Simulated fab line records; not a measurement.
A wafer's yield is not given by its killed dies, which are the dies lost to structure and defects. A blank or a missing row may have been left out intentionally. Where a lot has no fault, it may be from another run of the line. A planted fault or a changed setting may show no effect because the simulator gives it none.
Matching of chambers | flow n5-finfet | 4 sister chambers for N5_STI_FIN_REVEAL_ALD_14 on ald-sin-02
The step deposits Si3N4, target thk 3 nm. 20 wafers are shown with their chamber, then 10 later ones without.

## WAFERS PAIRED WITH THEIR CHAMBERS
wafer  | chamber | heater-power-w (W)
L074.1 | 1       | 898
L074.3 | 0       | 941
L074.5 | 1       | 860
L076.1 | 3       | 933
L076.4 | 0       | 945
L076.5 | 0       | 938
L078.1 | 2       | 828
L078.2 | 1       | 858
L078.3 | 0       | 950
L083.1 | 1       | 857
L083.3 | 2       | 845
L083.5 | 1       | 857
L084.1 | 3       | 937
L084.3 | 2       | 810
L084.5 | 2       | 826
L085.2 | 3       | 950
L085.4 | 1       | 866
L085.5 | 0       | 934
L090.1 | 2       | 848
L090.2 | 3       | 950

SIGNATURES (means of the wafers above)
reading        | chamber 0 | chamber 1 | chamber 2 | chamber 3 | scatter within a chamber
heater-power-w | 941.60    | 866.00    | 831.40    | 942.50    | 12.8
Rule: distance of a wafer from a chamber = root of the sum over the readings of ((wafer's reading minus chamber's mean) / reading's scatter) squared. If the next closest chamber is less than 2 further off than the closest, the wafer can't be placed; otherwise it belongs to the closest. The scatter: take each reading less its chamber's mean, square it, sum over the shown wafers, divide by the number of wafers less the number of chambers, and take the root.

## WAFERS MISSING THEIR CHAMBER
wafer  | heater-power-w (W)
L090.3 | 888
L092.1 | 946
L092.4 | 857
L092.5 | 846
L096.1 | 841
L096.2 | 965
L096.6 | 855
L097.1 | 836
L097.2 | 861
L097.4 | 855

## CHAMBER TAKEN BY EACH
wafer  | from the rows above     | in truth
L090.3 | 1                       | 1
L092.1 | can't be placed: 3 or 0 | 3
L092.4 | can't be placed: 1 or 2 | 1
L092.5 | can't be placed: 2 or 1 | 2
L096.1 | can't be placed: 2 or 1 | 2
L096.2 | can't be placed: 3 or 0 | 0
L096.6 | can't be placed: 1 or 2 | 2
L097.1 | can't be placed: 2 or 1 | 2
L097.2 | can't be placed: 1 or 2 | 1
L097.4 | can't be placed: 1 or 2 | 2
Correct placement for 1 of the 10. These rows do not allow placing 9 (true chamber among the candidates in 9). Placed wrongly: 0.
